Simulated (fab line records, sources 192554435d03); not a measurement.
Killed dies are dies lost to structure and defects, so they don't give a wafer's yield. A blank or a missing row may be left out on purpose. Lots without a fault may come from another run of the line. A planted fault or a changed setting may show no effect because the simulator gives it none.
fab line records | flow n5_finfet
record lots=7 wafers=21
route steps=1938 shown BEOL_M4@1023 BEOL_M5@1119 BEOL_M6@1224
start_h: hours from the record's first day to the start of the lot's first wafer shown | wait_h: hours since the lot's step before | " the same as in the row above | L1.1+2: a row that stands for several wafers | - no value, or no start given | * or withheld: withheld | < > ~ a bound
route shown NAME@n: a module of which the file shows steps, and the number in the route of the first | usual: mean/standard deviation of fault-free wafers | same: alike in all rows | chamber/n: place in a boat | sites: the reading at each site | _std_site: their standard deviation | _edge_site: outer sites' mean less inner sites' | radius_mm: how far each site lies from the wafer's centre | mask NAME#n: copy n | behind: the tool/chamber that last shaped the wafer | hold: why the lot was held/for how many hours/how that ended | device: the transistor (n, p or np) that didn't switch | end of line: the same wafers' tests at the end of the route | a step without rows: its recipe alone | killed: dies lost to structure and defects at the first sort, not the wafer's yield | map: a wafer's dies, x killed, . not, _ none there
set.NAME: the setting as run; set.NAME@STEP: as run at that earlier step | model.NAME: the simulator's own value behind a step, which no gauge read
lots whose settings were changed on purpose; a table a step, a row a wafer
## steps
# step N5_BEOL_M4_PECVD_72
# recipe material=SiO2 target_thk_a=160 temp_c=400 precursor=TEOS/O2 pressure_torr=5.5 rf_w=450 teos_flow_sccm=53.8 gas=O2 flow_sccm=3000 time_s=18
# columns lot.wafer tool chamber start_h wait_h set.temp_c model.SiO2_of_BEOL_M4_PECVD_72.thk_nm
L078.2+4+5 pecvd-02 1,0,1 172.59 0.0 383.4 17.4
L087.2 pecvd-03 0 231.11 0.0 400 15.8
L087.5 " 1 " " 413.3 15
L087.6 " 0 " " 413.3 14.6
L088.1 pecvd-01 2 239.19 0.0 400 16
L088.2 " 1 " " 386 17.2
L088.6 " 1 " " 386 17.8
L090.2 pecvd-01 2 243.50 0.0 400 15.8
L090.3 " 1 " " 400 15.6
L090.5 " 2 " " 400 16
L095.2 pecvd-02 2 277.08 0.0 400 16
L095.3 " 0 " " 400 15.8
L095.5 " 2 " " 400 16.2
L096.1 pecvd-01 1 285.56 0.0 400 16
L096.2 " 2 " " 400 15.8
L096.6 " 1 " " 400 16.2
L097.3 pecvd-02 0 285.87 0.0 387.1 17.6
L097.4 " 1 " " 400 16.2
L097.5 " 0 " " 400 16.6
# step N5_BEOL_M4_COAT_62
# recipe resist=SiARC temp_c=220 time_s=60 spin_rpm=1500 resist_thk_nm=12
# columns lot.wafer tool chamber start_h wait_h set.spin_rpm model.SiARC_of_BEOL_M4_COAT_62.thk_nm
L078.2+5 litho_track-05 0 - - 1455 12.2
L078.4 " 0 " " 1500 12
L087.2 litho_track-04 0 - - 1627 11.6
L087.5 " 0 " " 1627 11.4
L087.6 " 0 " " 1500 12
L088.1 litho_track-04 0 - - 1500 12
L088.2 " 0 " " 1343 12.6
L088.6 " 0 " " 1343 12.8
L090.2+3+5 litho_track-05 0 - - 1500 12
L095.2 litho_track-04 0 - - 1383 12.6
L095.3+5 " 0 " " 1500 12
L096.1+2 litho_track-05 0 - - 1500 12
L096.6 " 0 " " 1403 12.4
L097.3+4 litho_track-04 0 - - 1500 12
L097.5 " 0 " " 1627 11.6
# step N5_BEOL_M4_COAT_73
# recipe resist=underlayer temp_c=205 time_s=60 spin_rpm=1500 resist_thk_nm=5
# step N5_BEOL_M4_COAT_05
# recipe resist=CAR-EUV spin_rpm=1500 resist_thk_nm=30
# step N5_BEOL_M4_DESCUM_16
# recipe chemistry=O2 time_s=7 source_power_w=50 bias_power_w=20 pressure_mtorr=20 rf_frequency_hz=2.712e+07 temp_c=40 resist=CAR-EUV o2_flow_sccm=225
# step N5_BEOL_M4_ETCH_74
# recipe chemistry=N2/H2 target=underlayer target_depth_a=65 mask_material=CAR-EUV time_s=5.2 ion_energy_ev=200 pressure_mtorr=30 source_w=840 bias_w=150 n2_flow_sccm=200 h2_flow_sccm=200 ends=cleared
# step N5_BEOL_M4_ETCH_63
# recipe chemistry=CF4 target=SiARC target_depth_a=156 mask_material=CAR-EUV time_s=26 ion_energy_ev=80 pressure_mtorr=40 source_w=545 bias_w=36 Ar_flow_sccm=100 cf4_flow_sccm=100 ends=cleared
# columns lot.wafer tool chamber start_h wait_h set.spin_rpm@BEOL_M4_COAT_62 model.etch.depth_nm model.CAR-EUV_of_BEOL_M4_COAT_05.thk_nm
L078.2 rie_diel-01 1 173.83 0.0 1455 12.24 11
L078.4 " 1 " " 1500 12.06 11.2
L078.5 " 2 " " 1455 12.25 11
L087.2 rie_diel-06 1 232.82 0.0 1627 11.51 11.4
L087.5 " 2 " " 1627 11.48 11.2
L087.6 " 1 " " 1500 11.98 11
L088.1 rie_diel-02 3 240.39 0.0 1500 12.06 11
L088.2 " 2 " " 1343 12.69 10.8
L088.6 " 0 " " 1343 12.72 10.4
L090.2 rie_diel-01 2 246.26 0.0 1500 12.02 11.2
L090.3+5 " 1 " " 1500 12.06 11.2
L095.2 rie_diel-06 2 281.05 0.0 1383 12.5 10.6
L095.3 " 3 " " 1500 11.96 11
L095.5 " 1 " " 1500 12 11
L096.1 rie_diel-06 0 287.46 0.0 1500 12.03 11.4
L096.2 " 3 " " 1500 12.03 11.2
L096.6 " 3 " " 1403 12.44 10.8
L097.3 rie_diel-02 1 287.64 0.0 1500 12.08 11.2
L097.4 " 3 " " 1500 12.05 11.2
L097.5 " 2 " " 1627 11.57 11.6
# step N5_BEOL_M4_ETCH_64
# recipe chemistry=N2/H2 target=SOC target_depth_a=750 overetch_a=225 mask_material=SiARC temp_c=40 time_s=121.9 ion_energy_ev=200 pressure_mtorr=30 source_w=840 bias_w=150 n2_flow_sccm=200 h2_flow_sccm=200
# step N5_BEOL_M4_STRIP_65
# recipe chemistry=N2/H2 temp_c=40 n2_flow_sccm=200 h2_flow_sccm=200 rf_frequency_hz=6e+07
# step N5_BEOL_M4_STRIP_97
# recipe chemistry=N2/H2 time_s=10 power_w=450 temp_c=40 pressure_mtorr=20 rf_frequency_hz=6e+07 bias_power_w=7 n2_flow_sccm=200 h2_flow_sccm=200
# step N5_BEOL_M4_HM_STRIP_39
# recipe chemistry=peroxide_tin_strip material=TiN target_depth_a=250 temp_c=50 time_s=158
# columns lot.wafer tool chamber start_h wait_h set.temp_c@BEOL_M4_PECVD_72 model.SiO2_of_BEOL_M4_PECVD_72.thk_nm
L078.2 wet_bench-03 0 175.78 0.0 383.4 17.4
L078.4+5 " 4,2 " " 383.4 17.2
L087.2 wet_bench-05 0 236.61 0.0 400 15.6
L087.5 " 3 " " 413.3 14.8
L087.6 " 5 " " 413.3 14.4
L088.1 wet_bench-01 1 242.41 0.0 400 15.8
L088.2 " 3 " " 386 17.2
L088.6 " 0 " " 386 17.6
L090.2+3 wet_bench-05 7,5 256.46 0.0 400 15.6
L090.5 " 4 " " 400 15.8
L095.2+3 wet_bench-05 2,5 282.68 0.0 400 15.8
L095.5 " 6 " " 400 16
L096.1+6 wet_bench-03 5,7 291.09 0.0 400 16
L096.2 " 0 " " 400 15.6
L097.3 wet_bench-05 2 310.40 0.0 387.1 17.4
L097.4 " 4 " " 400 16
L097.5 " 3 " " 400 16.4
# step N5_BEOL_M5_COAT_71
# recipe resist=underlayer temp_c=205 time_s=60 spin_rpm=1500 resist_thk_nm=5
# columns lot.wafer tool chamber start_h wait_h set.spin_rpm
L078.2 litho_track-01 0 - - 1408
L078.4+5 " 0 " " 1500
L087.2+6 litho_track-03 0 - - 1344
L087.5 " 0 " " 1500
L088.1+6 litho_track-03 0 - - 1500
L088.2 " 0 " " 1427
L090.2+3+5 litho_track-01 0 - - 1500
L095.2+3 litho_track-04 0 - - 1382
L095.5 " 0 " " 1500
L096.1+2+6 litho_track-04 0 - - 1500
L097.3 litho_track-03 0 - - 1378
L097.4+5 " 0 " " 1500
# step N5_BEOL_M5_DESCUM_16
# recipe chemistry=O2 time_s=7 source_power_w=50 bias_power_w=20 pressure_mtorr=20 rf_frequency_hz=2.712e+07 temp_c=40 resist=CAR-EUV o2_flow_sccm=225
# columns lot.wafer tool chamber start_h wait_h set.time_s model.CAR-EUV_of_BEOL_M5_COAT_05.thk_nm
L078.2 rie_diel-03 0 182.22 0.0 7.502 26
L078.4+5 " 2,1 " " 7 26.2
L087.2 rie_diel-05 1 246.54 0.4 8.457 25.4
L087.5+6 " 3,0 " " 7 26.2
L088.1 rie_diel-03 0 249.18 0.0 6.418 26.4
L088.2 " 3 " " 7 26
L088.6 " 0 " " 6.418 26.2
L090.2+3 rie_diel-03 1,2 265.52 0.0 7 26.2
L090.5 " 0 " " 7 26
L095.2 rie_diel-03 3 291.07 0.1 7 26
L095.3+5 " 1 " " 7.683 25.8
L096.1+2+6 rie_diel-03 1,3,2 298.93 0.1 7 26
L097.3 rie_diel-04 0 318.30 0.0 6.121 26.4
L097.4 " 2 " " 6.121 26.6
L097.5 " 2 " " 7 26.2
# step N5_BEOL_M5_ETCH_72
# recipe chemistry=N2/H2 target=underlayer target_depth_a=65 mask_material=CAR-EUV time_s=5.2 ion_energy_ev=200 pressure_mtorr=30 source_w=840 bias_w=150 n2_flow_sccm=200 h2_flow_sccm=200 ends=cleared
# columns lot.wafer tool chamber start_h wait_h set.spin_rpm@BEOL_M5_COAT_71 model.etch.depth_nm
L078.2 rie_diel-03 0 182.26 0.0 1408 5.167
L078.4 " 2 " " 1500 5.004
L078.5 " 1 " " 1500 5.001
L087.2 rie_diel-05 1 246.57 0.0 1344 5.287
L087.5 " 3 " " 1500 4.993
L087.6 " 0 " " 1344 5.273
L088.1 rie_diel-03 0 249.21 0.0 1500 5.009
L088.2 " 3 " " 1427 5.112
L088.6 " 0 " " 1500 4.992
L090.2 rie_diel-03 1 265.56 0.0 1500 4.97
L090.3 " 2 " " 1500 4.977
L090.5 " 0 " " 1500 4.979
L095.2 rie_diel-03 3 291.10 0.0 1382 5.223
L095.3 " 1 " " 1382 5.226
L095.5 " 1 " " 1500 5.013
L096.1 rie_diel-03 1 298.96 0.0 1500 5.015
L096.2 " 3 " " 1500 5.013
L096.6 " 2 " " 1500 5.019
L097.3 rie_diel-04 0 318.34 0.0 1378 5.224
L097.4 " 2 " " 1500 5.01
L097.5 " 2 " " 1500 5.026
# step N5_BEOL_M5_COAT_65
# recipe resist=SOC temp_c=250 time_s=60 spin_rpm=1500 resist_thk_nm=60
# columns lot.wafer tool chamber start_h wait_h set.spin_rpm model.SOC_of_BEOL_M5_COAT_65.thk_nm
L078.2 litho_track-03 0 182.89 0.0 1500 59.8
L078.4 " 0 " " 1500 60
L078.5 " 0 " " 1545 59
L087.2+5 litho_track-04 0 247.00 0.0 1593 58.4
L087.6 " 0 " " 1593 58.6
L088.1 litho_track-04 0 249.65 0.0 1550 59.2
L088.2 " 0 " " 1550 59
L088.6 " 0 " " 1500 60
L090.2+3+5 litho_track-04 0 266.56 0.6 1500 59.8
L095.2+5 litho_track-03 0 294.22 2.7 1500 60.2
L095.3 " 0 " " 1378 62.8
L096.1+6 litho_track-01 0 301.96 2.6 1500 60.2
L096.2 " 0 " " 1500 60
L097.3+4 litho_track-04 0 319.18 0.4 1382 62.6
L097.5 " 0 " " 1500 60
# step N5_BEOL_M5_COAT_74
# recipe resist=underlayer temp_c=205 time_s=60 spin_rpm=1500 resist_thk_nm=5
# columns lot.wafer tool chamber start_h wait_h set.spin_rpm
L078.2 litho_track-03 0 - - 1500
L078.4+5 " 0 " " 1608
L087.2+6 litho_track-04 0 - - 1341
L087.5 " 0 " " 1500
L088.1+2 litho_track-04 0 - - 1593
L088.6 " 0 " " 1500
L090.2+3+5 litho_track-04 0 - - 1500
L095.2+3+5 litho_track-03 0 - - 1500
L096.1+2+6 litho_track-01 0 - - 1500
L097.3+5 litho_track-04 0 - - 1500
L097.4 " 0 " " 1598
# step N5_BEOL_M5_COAT_22
# recipe resist=CAR-EUV spin_rpm=1500 resist_thk_nm=30
# step N5_BEOL_M5_EBR_24
# recipe solvent=PGMEA ebr_width_mm=1.5
# step N5_BEOL_M5_DESCUM_33
# recipe chemistry=O2 time_s=7 source_power_w=50 bias_power_w=20 pressure_mtorr=20 rf_frequency_hz=2.712e+07 temp_c=40 resist=CAR-EUV o2_flow_sccm=225
# step N5_BEOL_M5_ETCH_75
# recipe chemistry=N2/H2 target=underlayer target_depth_a=65 mask_material=CAR-EUV time_s=5.2 ion_energy_ev=200 pressure_mtorr=30 source_w=840 bias_w=150 n2_flow_sccm=200 h2_flow_sccm=200 ends=cleared
# columns lot.wafer tool chamber start_h wait_h set.spin_rpm@BEOL_M5_COAT_74 model.etch.depth_nm
L078.2 rie_diel-04 3 183.37 0.0 1500 5.005
L078.4 " 3 " " 1608 4.82
L078.5 " 1 " " 1608 4.83
L087.2 rie_diel-05 3 247.44 0.0 1341 5.291
L087.5 " 2 " " 1500 5.001
L087.6 " 3 " " 1341 5.294
L088.1 rie_diel-04 2 250.19 0.0 1593 4.842
L088.2 " 1 " " 1593 4.843
L088.6 " 1 " " 1500 5.001
L090.2 rie_diel-03 3 267.28 0.0 1500 5.01
L090.3 " 2 " " 1500 5.009
L090.5 " 3 " " 1500 5.016
L095.2 rie_diel-05 0 295.17 0.0 1500 5.021
L095.3 " 3 " " 1500 5.028
L095.5 " 0 " " 1500 5.031
L096.1 rie_diel-04 1 302.95 0.0 1500 5.01
L096.2 " 3 " " 1500 5.013
L096.6 " 2 " " 1500 5.015
L097.3 rie_diel-04 0 319.77 0.0 1500 5.02
L097.4 " 2 " " 1598 4.866
L097.5 " 0 " " 1500 5.016
# step N5_BEOL_M5_ETCH_67
# recipe chemistry=CF4 target=SiARC target_depth_a=156 mask_material=CAR-EUV time_s=26 ion_energy_ev=80 pressure_mtorr=40 source_w=545 bias_w=36 Ar_flow_sccm=100 cf4_flow_sccm=100 ends=cleared
# step N5_BEOL_M5_ETCH_68
# recipe chemistry=N2/H2 target=SOC target_depth_a=800 overetch_a=160 mask_material=SiARC temp_c=40 time_s=120 ion_energy_ev=200 pressure_mtorr=30 source_w=840 bias_w=150 n2_flow_sccm=200 h2_flow_sccm=200
# columns lot.wafer tool chamber start_h wait_h set.spin_rpm@BEOL_M5_COAT_65 model.etch.depth_nm
L078.2 rie_diel-04 3 183.41 0.0 1500 59.87
L078.4 " 3 " " 1500 59.96
L078.5 " 1 " " 1545 59
L087.2 rie_diel-05 3 247.48 0.0 1593 58.4
L087.5 " 2 " " 1593 58.31
L087.6 " 3 " " 1593 58.58
L088.1 rie_diel-04 2 250.23 0.0 1550 59.14
L088.2 " 1 " " 1550 59.01
L088.6 " 1 " " 1500 60.02
L090.2 rie_diel-03 3 267.32 0.0 1500 59.76
L090.3 " 2 " " 1500 59.85
L090.5 " 3 " " 1500 59.88
L095.2 rie_diel-05 0 295.21 0.0 1500 60.14
L095.3 " 3 " " 1378 62.76
L095.5 " 0 " " 1500 60.16
L096.1 rie_diel-04 1 303.00 0.0 1500 60.19
L096.2 " 3 " " 1500 60.09
L096.6 " 2 " " 1500 60.22
L097.3 rie_diel-04 0 319.81 0.0 1382 62.63
L097.4 " 2 " " 1382 62.67
L097.5 " 0 " " 1500 60.01
# step N5_BEOL_M6_EXPOSE_25
# recipe mask_id=V5 na=0.33 source_shape=annular sigma_inner=0.4 sigma_outer=0.8 polarization=unpolarized target_cd_nm=40 dose_mj=45
# columns lot.wafer tool chamber start_h wait_h mask set.dose_mj
L078.2+5 euv_scanner-02 0 193.92 - V5#0 45
L078.4 " 0 " " V5#0 42.37
L087.2+6 euv_scanner-02 0 259.85 - V5#0 45
L087.5 " 0 " " V5#0 47.87
L088.1+2+6 euv_scanner-01 0 261.62 - V5#0 45
L090.2+3+5 euv_scanner-01 0 279.50 - V5#0 45
L095.2+5 euv_scanner-02 0 309.71 - V5#0 43.23
L095.3 " 0 " " V5#0 45
L096.1+2+6 euv_scanner-02 0 314.30 - V5#0 45
L097.3+4+5 euv_scanner-02 0 331.42 - V5#0 43.52
# step N5_BEOL_M6_PEB_26
# recipe peb_temp_c=100 peb_time_s=60 resist=CAR-EUV
# step N5_BEOL_M6_DEVELOP_27
# recipe develop_time_s=30 developer=TMAH resist=CAR-EUV rinse_liquid=surfactant_rinse dry=air_spin dev_temp_c=23
# step N5_BEOL_M6_CD_MEAS_28
# recipe target_cd_nm=40 landing_energy_ev=500 detector=se_inlens
# usual cd_nm=39.95/0.21
# columns lot.wafer tool chamber start_h wait_h set.dose_mj@BEOL_M6_EXPOSE_25 cd_nm
L078.2 cd_sem-02 0 194.04 - 45 39.69
L078.4 " 0 " " 42.37 38.68
L078.5 " 0 " " 45 39.56
L087.2 cd_sem-02 0 259.98 - 45 39.88
L087.5 " 0 " " 47.87 41.74
L087.6 " 0 " " 45 40.23
L088.1 cd_sem-01 0 261.76 - 45 39.81
L088.2 " 0 " " 45 39.90
L088.6 " 0 " " 45 39.70
L090.2 cd_sem-01 0 279.62 - 45 40.10
L090.3 " 0 " " 45 40.11
L090.5 " 0 " " 45 40.04
L095.2 cd_sem-03 0 309.84 - 43.23 39.17
L095.3 " 0 " " 45 39.96
L095.5 " 0 " " 43.23 39.00
L096.1 cd_sem-02 0 314.44 - 45 39.91
L096.2 " 0 " " 45 39.87
L096.6 " 0 " " 45 40.19
L097.3 cd_sem-02 0 331.54 - 43.52 39.31
L097.4 " 0 " " 43.52 39.09
L097.5 " 0 " " 43.52 39.46
# step N5_BEOL_M6_DESCUM_33
# recipe chemistry=O2 time_s=7 source_power_w=50 bias_power_w=20 pressure_mtorr=20 rf_frequency_hz=2.712e+07 temp_c=40 resist=CAR-EUV o2_flow_sccm=225
# columns lot.wafer tool chamber start_h wait_h set.dose_mj@BEOL_M6_EXPOSE_25 model.BEOL_M6.cd_nm
L078.2+5 rie_diel-06 1 194.17 0.0 45 39.8
L078.4 " 2 " " 42.37 38.6
L087.2 rie_diel-02 2 260.10 0.0 45 40
L087.5 " 2 " " 47.87 41.4
L087.6 " 1 " " 45 39.8
L088.1+2+6 rie_diel-02 2,1,1 262.03 0.2 45 39.8
L090.2+3+5 rie_diel-06 2,1,3 279.75 0.0 45 40.2
L095.2 rie_diel-06 3 309.96 0.0 43.23 38.8
L095.3 " 1 " " 45 40
L095.5 " 0 " " 43.23 39
L096.1+2 rie_diel-01 1,3 314.91 0.4 45 39.8
L096.6 " 1 " " 45 40
L097.3+5 rie_diel-02 3,2 331.66 0.0 43.52 39.2
L097.4 " 1 " " 43.52 39
# step N5_BEOL_M6_ETCH_72
# recipe chemistry=N2/H2 target=underlayer target_depth_a=65 mask_material=CAR-EUV time_s=5.2 ion_energy_ev=200 pressure_mtorr=30 source_w=840 bias_w=150 n2_flow_sccm=200 h2_flow_sccm=200 ends=cleared
# step N5_BEOL_M6_ETCH_65
# recipe chemistry=CF4 target=SiARC target_depth_a=156 mask_material=CAR-EUV time_s=26 ion_energy_ev=80 pressure_mtorr=40 source_w=545 bias_w=36 Ar_flow_sccm=100 cf4_flow_sccm=100 ends=cleared
# step N5_BEOL_M6_ETCH_66
# recipe chemistry=N2/H2 target=SOC target_depth_a=800 overetch_a=160 mask_material=SiARC temp_c=40 time_s=120 ion_energy_ev=200 pressure_mtorr=30 source_w=840 bias_w=150 n2_flow_sccm=200 h2_flow_sccm=200
# columns lot.wafer tool chamber start_h wait_h set.dose_mj@BEOL_M6_EXPOSE_25 model.BEOL_M6.cd_nm
L078.2 rie_diel-06 1 194.25 0.0 45 40
L078.4 " 2 " " 42.37 38.8
L078.5 " 1 " " 45 39.8
L087.2+6 rie_diel-02 2,1 260.18 0.0 45 39.8
L087.5 " 2 " " 47.87 41
L088.1+6 rie_diel-02 2,1 262.11 0.0 45 39.6
L088.2 " 1 " " 45 39.8
L090.2 rie_diel-06 2 279.83 0.0 45 40.4
L090.3 " 1 " " 45 40
L090.5 " 3 " " 45 40.2
L095.2 rie_diel-06 3 310.04 0.0 43.23 38.8
L095.3 " 1 " " 45 39.8
L095.5 " 0 " " 43.23 39.4
L096.1+2 rie_diel-01 1,3 314.99 0.0 45 39.8
L096.6 " 1 " " 45 40
L097.3 rie_diel-02 3 331.74 0.0 43.52 39.4
L097.4+5 " 1,2 " " 43.52 39.2
# step N5_BEOL_M6_STRIP_69
# recipe chemistry=N2/H2 temp_c=40 n2_flow_sccm=200 h2_flow_sccm=200 rf_frequency_hz=6e+07
# step N5_BEOL_M6_STRIP_73
# recipe chemistry=N2/H2 temp_c=40 n2_flow_sccm=200 h2_flow_sccm=200 rf_frequency_hz=6e+07
# step N5_BEOL_M6_VIA_ETCH_34
# recipe chemistry=C4F6/O2 target=SiCOH_lowk target_depth_a=1263 mask_material=SOC taper_deg=4 time_s=50.9 ion_energy_ev=250 pressure_mtorr=30 source_w=345 bias_w=185 Ar_flow_sccm=300 C4F6_flow_sccm=10 O2_flow_sccm=10
# columns lot.wafer tool chamber start_h wait_h set.dose_mj@BEOL_M6_EXPOSE_25 model.BEOL_M6.cd_nm
L078.2 rie_diel-06 1 194.35 0.0 45 40
L078.4 " 2 " " 42.37 38.8
L078.5 " 1 " " 45 39.8
L087.2+6 rie_diel-02 2,1 260.28 0.0 45 39.6
L087.5 " 2 " " 47.87 40.8
L088.1+2+6 rie_diel-02 2,1,1 262.21 0.0 45 39.6
L090.2 rie_diel-06 2 279.93 0.0 45 40.6
L090.3 " 1 " " 45 40
L090.5 " 3 " " 45 40.4
L095.2 rie_diel-06 3 310.14 0.0 43.23 38.6
L095.3 " 1 " " 45 39.6
L095.5 " 0 " " 43.23 39.4
L096.1 rie_diel-01 1 315.09 0.0 45 39.8
L096.2+6 " 3,1 " " 45 40
L097.3 rie_diel-02 3 331.84 0.0 43.52 39.4
L097.4 " 1 " " 43.52 39.2
L097.5 " 2 " " 43.52 39
## key
split step=N5_BEOL_M4_PECVD_72 setting=temp_c stated=400 by=wafer
response step=N5_BEOL_M4_PECVD_72 reading=model.SiO2_of_BEOL_M4_PECVD_72.thk_nm change=-0.369 per=1% r=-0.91
response step=N5_BEOL_M4_HM_STRIP_39 reading=model.SiO2_of_BEOL_M4_PECVD_72.thk_nm change=-0.38 per=1% r=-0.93
split step=N5_BEOL_M4_COAT_62 setting=spin_rpm stated=1500 by=wafer
response step=N5_BEOL_M4_COAT_62 reading=model.SiARC_of_BEOL_M4_COAT_62.thk_nm change=-0.0626 per=1% r=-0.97
response step=N5_BEOL_M4_ETCH_63 reading=model.etch.depth_nm change=-0.0611 per=1% r=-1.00
response step=N5_BEOL_M4_ETCH_63 reading=model.CAR-EUV_of_BEOL_M4_COAT_05.thk_nm change=+0.0468 per=1% r=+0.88
split step=N5_BEOL_M5_COAT_71 setting=spin_rpm stated=1500 by=wafer
response step=N5_BEOL_M5_ETCH_72 reading=model.etch.depth_nm change=-0.0265 per=1% r=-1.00
split step=N5_BEOL_M5_DESCUM_16 setting=time_s stated=7 by=wafer
response step=N5_BEOL_M5_DESCUM_16 reading=model.CAR-EUV_of_BEOL_M5_COAT_05.thk_nm change=-0.0326 per=1% r=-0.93
split step=N5_BEOL_M5_COAT_65 setting=spin_rpm stated=1500 by=wafer
response step=N5_BEOL_M5_COAT_65 reading=model.SOC_of_BEOL_M5_COAT_65.thk_nm change=-0.319 per=1% r=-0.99
response step=N5_BEOL_M5_ETCH_68 reading=model.etch.depth_nm change=-0.323 per=1% r=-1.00
split step=N5_BEOL_M5_COAT_74 setting=spin_rpm stated=1500 by=wafer
response step=N5_BEOL_M5_ETCH_75 reading=model.etch.depth_nm change=-0.026 per=1% r=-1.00
split step=N5_BEOL_M6_EXPOSE_25 setting=dose_mj stated=45 by=wafer
response step=N5_BEOL_M6_CD_MEAS_28 reading=cd_nm change=+0.218 per=1% r=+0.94
response step=N5_BEOL_M6_DESCUM_33 reading=model.BEOL_M6.cd_nm change=+0.232 per=1% r=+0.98
response step=N5_BEOL_M6_ETCH_66 reading=model.BEOL_M6.cd_nm change=+0.186 per=1% r=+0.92
response step=N5_BEOL_M6_VIA_ETCH_34 reading=model.BEOL_M6.cd_nm change=+0.182 per=1% r=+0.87
